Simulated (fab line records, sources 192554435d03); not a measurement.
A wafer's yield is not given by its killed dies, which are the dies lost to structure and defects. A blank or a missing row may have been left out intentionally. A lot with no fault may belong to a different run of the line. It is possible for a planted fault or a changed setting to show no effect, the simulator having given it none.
Struck lot and sound lot, side by side || flow n5-finfet || 37 out of 1938 route steps
Sound: these wafers, L554.2, L554.5, L554.6. Struck: wafer L565.5. (L565.1 of the same lot was not struck and is left out.) The cause comes at the end.
At each step with rows: each side's tool, then ch and its chambers, then its first start. Under that, the readings that differ: sound wafers || struck wafers || difference of the means || sigmas: that difference in standard deviations of wafers without a fault.
alike: words and numbers the same on both sides, and readings whose means are apart by under 2 such deviations; not compared: readings that were withheld, readings missing a value for some wafer, numbers with overlapping values and no deviation given by the record, and bounds like >300 which may hide the same value.
A row with sigmas, a row that says differs or no value, or rows on one side alone: a step with any of these is where the two part. Non-overlapping numbers with no deviation appear without sigmas and do not part them. A reading that every wafer of one side lacks parts them only if that side has two wafers or more.

first, 9 steps without rows for these wafers: N5_BEOL_M11_ALD_74 (deposits TaN, target thk 2 nm, pulse time 2 s, purge time 3 s); N5_BEOL_M11_SURFACE_TREAT_76; N5_BEOL_M11_CVD_75 (deposits Co from CCTBA/H2, target thk 2 nm, time 138.9 s); N5_BEOL_M11_SPUTTER_48 (material Cu, target thk 12 nm, time 2 s); N5_BEOL_M11_ECD_50 (material Cu, target thk 318 nm); N5_BEOL_M11_ANNEAL_51 (time 90 s); N5_BEOL_M11_CMP_52 (polishes, stops on SiCOH lowk, t overpolish 7 s, target thk 140 nm); N5_BEOL_M11_PRE_CLEAN_55 (time 15 s); N5_BEOL_M11_DEP_56 (deposits SiCN from 3MS/NH3, target thk 30 nm, time 10.5 s).
N5_BEOL_M12_ILD_DEP_00: deposits SiOC from DEMS/O2, target thk 658.92 nm, time 130.7 s.
  sound on pecvd-02 ch 0,1, day 15 00:08; struck on pecvd-02 ch 1, day 16 19:12
{"reading": "model.SiOC_of_BEOL_M12_ILD_DEP_00.thk-nm (nm)", "sound": "667 672.2 659.4", "struck": 972.4, "difference": "+306.2", "sigmas": ""}
  alike: heater-power-w, showerhead-plenum-p-Torr, throttle-valve-pct
N5_BEOL_M12_THK_MEAS_01:
  sound on film-metro-01 at day 15 00:16; struck on film-metro-01 at day 16 19:20
{"reading": "M12_ILD_THK (nm)", "sound": "667 673 660", "struck": 973, "difference": "+306", "sigmas": "+33"}
then, 10 steps without rows for these wafers: N5_BEOL_M12_COAT_58 (time 60 s, resist thk 89 nm); N5_BEOL_M12_COAT_04 (resist thk 400 nm); N5_BEOL_M12_EBR_06; N5_BEOL_M12_SOFTBAKE_05 (time 60 s); N5_BEOL_M12_EXPOSE_07 (exposes mask V11); N5_BEOL_M12_PEB_08 (peb time 90 s); N5_BEOL_M12_DEVELOP_09 (develop time 45 s); N5_BEOL_M12_HARDBAKE_14 (time 120 s); N5_BEOL_M12_DESCUM_15 (chemistry O2, time 7.9 s); N5_BEOL_M12_ETCH_59 (etches BARC in N2/H2, target depth 89 nm, overetch 26.7 nm, time 67.9 s).
N5_BEOL_M12_VIA_ETCH_16: etches SiOC in C4F8/O2/Ar, target depth 724.8 nm.
  sound on rie-diel-02 ch 0,1,2, day 15 00:53; struck on rie-diel-03 ch 1, day 16 19:50
{"reading": "oes-product-au (a.u.)", "sound": "0.71 0.73 0.68", "struck": 0.85, "difference": "+0.14", "sigmas": "+2"}
{"reading": "model.etch.depth-nm (nm)", "sound": "667 672.3 659.5", "struck": 972.4, "difference": "+306.1", "sigmas": ""}
{"reading": "model.coat_of_BEOL_M12_COAT_04.thk-nm (nm)", "sound": "118 118 121", "struck": 32.4, "difference": -86.6, "sigmas": ""}
  alike: drypump-motor-current-A, mfc-ar-sccm, rf-vpp-V, showerhead-plenum-p-Torr, throttle-valve-pct
N5_BEOL_M12_STRIP_63: strips in N2/H2.
  sound on plasma-asher-02 ch 0,1, day 15 01:05; struck on plasma-asher-02 ch 1, day 16 20:02
{"reading": "oes-product-au (a.u.)", "sound": "0.688 0.690 0.687", "struck": 0.645, "difference": -0.043, "sigmas": -9}
{"reading": "strip-time-to-endpoint-s (s)", "sound": "41.1 41.2 41.9", "struck": 15.9, "difference": -25.5, "sigmas": -26}
  alike: drypump-motor-current-A, heater-power-w
  not compared: rf-hours-counter-h
then, 12 steps without rows for these wafers: N5_BEOL_M12_STRIP_64 (strips in N2/H2); N5_BEOL_M12_STRIP_71 (strips in post etch residue remover, time 60 s); N5_BEOL_M12_SRD_72 (time 30 s, dry time 30 s); N5_BEOL_M12_COAT_65 (time 60 s, resist thk 300 nm); N5_BEOL_M12_COAT_66 (time 60 s, resist thk 110 nm); N5_BEOL_M12_COAT_22 (resist thk 300 nm); N5_BEOL_M12_EBR_24; N5_BEOL_M12_SOFTBAKE_23 (time 60 s); N5_BEOL_M12_EXPOSE_25 (exposes mask M12); N5_BEOL_M12_PEB_26 (peb time 90 s); N5_BEOL_M12_DEVELOP_27 (develop time 45 s); N5_BEOL_M12_HARDBAKE_32 (time 120 s).
N5_BEOL_M12_CMP_49: polishes, stops on SiOC, t overpolish 20.6 s, target thk 320 nm.
  sound on cmp-04 ch 0,1,2, day 15 05:37; struck on cmp-01 ch 0, day 16 23:27
{"reading": "model.SiOC_of_BEOL_M12_ILD_DEP_00.thk-nm (nm)", "sound": "606 611.6 600.4", "struck": 910.4, "difference": "+304.4", "sigmas": ""}
  alike: edge-zone-pressure-frac, motor-current-A, slurry-filter-dp-kPa
N5_PASSIVATION_PROBE_49:
  the record has rows for the struck wafers here (prober-02, day 18 18:30) and none for the sound ones

## WHERE THEY PART
First at N5_BEOL_M12_THK_MEAS_01; last, within this record, at N5_PASSIVATION_PROBE_49.

WHY: what the simulator had put in
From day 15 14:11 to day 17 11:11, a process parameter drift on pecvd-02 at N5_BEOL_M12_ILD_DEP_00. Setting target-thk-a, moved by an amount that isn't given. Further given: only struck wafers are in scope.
